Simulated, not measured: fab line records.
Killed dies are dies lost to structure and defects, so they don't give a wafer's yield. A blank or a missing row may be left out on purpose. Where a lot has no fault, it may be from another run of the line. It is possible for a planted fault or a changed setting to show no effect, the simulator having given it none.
A lot that was struck, set against a sound lot + flow n5 finfet + 19 steps out of a route of 1938
Sound: these wafers, L321.3, L321.4, L321.6. The struck wafers were L330.1, L330.3, L330.6. The cause comes at the end.
Order at every step that has rows: each side's tool, ch and its chambers, its first start. Under that, the readings that differ: sound wafers + struck wafers + difference of the means + sigmas: that difference in standard deviations of wafers without a fault.
alike: words and numbers the same on both sides, and readings whose means are apart by under 2 such deviations; not compared: readings that were withheld, readings missing a value for some wafer, numbers with overlapping values and no deviation given by the record, and bounds like >300 which may hide the same value.
The two part at a step that has a row with sigmas, a row that says differs or no value, or rows on one side only. When numbers do not overlap yet have no deviation, they are printed without sigmas and do not part them. A reading missing from all wafers of one side parts the sides only when that side holds two or more wafers.

first, 7 steps without rows for these wafers: N5_BEOL_M8_COAT_60 (time 60 s, resist thk 35 nm); N5_BEOL_M8_COAT_05 (resist thk 90 nm); N5_BEOL_M8_EBR_07; N5_BEOL_M8_SOFTBAKE_06 (time 60 s); N5_BEOL_M8_EXPOSE_08 (exposes mask M8); N5_BEOL_M8_PEB_09 (peb time 60 s); N5_BEOL_M8_DEVELOP_10 (develop time 30 s).
N5_BEOL_M8_CD_MEAS_11: the cd target is 38.5 nm.
  sound on cd sem-02 ch 0, day 12 14:16; struck on cd sem-01 ch 0, day 14 21:26
  alike: cd nm
N5_BEOL_M8_OVL_MEAS_12:
  sound on overlay-01 ch 0, day 12 14:17; struck on overlay-01 ch 0, day 14 21:28
  alike: M8_OVL
N5_BEOL_M8_INSPECT_13: inspects for defects (brightfield).
  sound: defect inspect-01 at day 12 14:19; struck: defect inspect-01 at day 14 21:29
  alike: raw defect count
N5_BEOL_M8_DESCUM_16: chemistry O2, time 7.9 s.
  sound on rie diel-04 ch 0,2,3, day 12 14:28; struck on rie diel-04 ch 0,1,2, day 14 21:41
  alike: drypump motor current A, oes product au, rf fwd power W, rf vpp V, showerhead plenum p Torr, temp c, throttle valve pct
  not compared: rf hours counter h
N5_BEOL_M8_ETCH_61: etches SiARC in CF4, target depth 45.5 nm, time 75.8 s.
  sound on rie diel-04 ch 0,2,3, day 12 14:30; struck on rie diel-04 ch 0,1,2, day 14 21:43
  alike: bias w, cf4 flow sccm, drypump motor current A, etch rf on time s, oes product au, rf fwd power W, rf vpp V, showerhead plenum p Torr, throttle valve pct
  not compared: rf hours counter h
N5_BEOL_M8_ETCH_62: etches SOC in N2/H2, target depth 110 nm, overetch 22 nm, time 165 s.
  sound on rie diel-04 ch 0,2,3, day 12 14:34; struck on rie diel-04 ch 0,1,2, day 14 21:47
  no value came back on the struck wafers for any of 10 readings (bias w (W), chamber pressure mTorr (mTorr) and others); on the sound wafers bias w (W) reads 149.8 150.5 149.2
| reading                                      | sound          | struck       | difference | sigmas |
|----------------------------------------------|----------------|--------------|------------|--------|
| model.CAR-ArF_of_BEOL_M8_COAT_05.thk nm (nm) | 0 0 0          | 51 51.2 50.8 | +51        |        |
| model.SiARC_of_BEOL_M8_COAT_60.thk nm (nm)   | 28.2 28.4 28.4 | 35 35 35     | +7         |        |
  not compared: rf hours counter h
then, 1 step without rows for these wafers: N5_BEOL_M8_STRIP_68 (strips in N2/H2).
N5_BEOL_M8_STRIP_67: strips in CF4.
  sound on rie diel-04 ch 0,2,3, day 12 14:42; struck on rie diel-04 ch 0,1,2, day 14 21:55
  alike: drypump motor current A, oes product au, rf vpp V, showerhead plenum p Torr, throttle valve pct
  not compared: rf hours counter h
N5_BEOL_M8_HM_OPEN_17: chemistry Cl2/BCl3, target TiN, target depth 20 nm, overetch 6 nm.
  sound on rie metal-03 ch 1, day 12 14:48; struck on rie metal-02 ch 0,1, day 14 21:58
| reading                | sound             | struck            | difference | sigmas |
|------------------------|-------------------|-------------------|------------|--------|
| oes_ar_750_au (a.u.)   | 0.66 0.65 0.65    | 0.87 0.86 0.87    | +0.21      | +2     |
| oes product au (a.u.)  | 0.55 0.55 0.56    | 0.30 0.33 0.30    | -0.24      | -3     |
| throttle valve pct (%) | 22.52 22.48 22.49 | 23.02 22.80 23.01 | +0.45      | +2     |
  alike: bcl3 flow sccm, drypump motor current A, rf fwd power W
  not compared: rf hours counter h
N5_BEOL_M8_STRIP_19: strips in O2.
  sound on rie diel-04 ch 0,2, day 12 14:59; struck on rie diel-06 ch 0,1,3, day 14 22:05
| reading                         | sound          | struck         | difference | sigmas |
|---------------------------------|----------------|----------------|------------|--------|
| showerhead plenum p Torr (Torr) | 2.18 2.25 2.25 | 2.00 2.06 2.05 | -0.19      | -2     |
  alike: drypump motor current A, oes product au, rf vpp V, temp c, throttle valve pct
  not compared: rf hours counter h
N5_BEOL_M8_CD_MEAS_18: pitch 80 nm, target cd 40 nm.
  sound: cd sem-02 at day 12 15:03; struck: cd sem-01 at day 14 22:09
| reading    | sound          | struck | difference                    | sigmas |
|------------|----------------|--------|-------------------------------|--------|
| cd nm (nm) | 39.9 41.1 39.7 | - - -  | no value on the struck wafers |        |
then, 1 step without rows for these wafers: N5_BEOL_M8_COAT_63 (time 60 s, resist thk 60 nm).

WHERE THEY PART
Earliest at N5_BEOL_M8_ETCH_62; latest, in this record, at N5_BEOL_M8_CD_MEAS_18.

WHY: the cause the simulator had injected
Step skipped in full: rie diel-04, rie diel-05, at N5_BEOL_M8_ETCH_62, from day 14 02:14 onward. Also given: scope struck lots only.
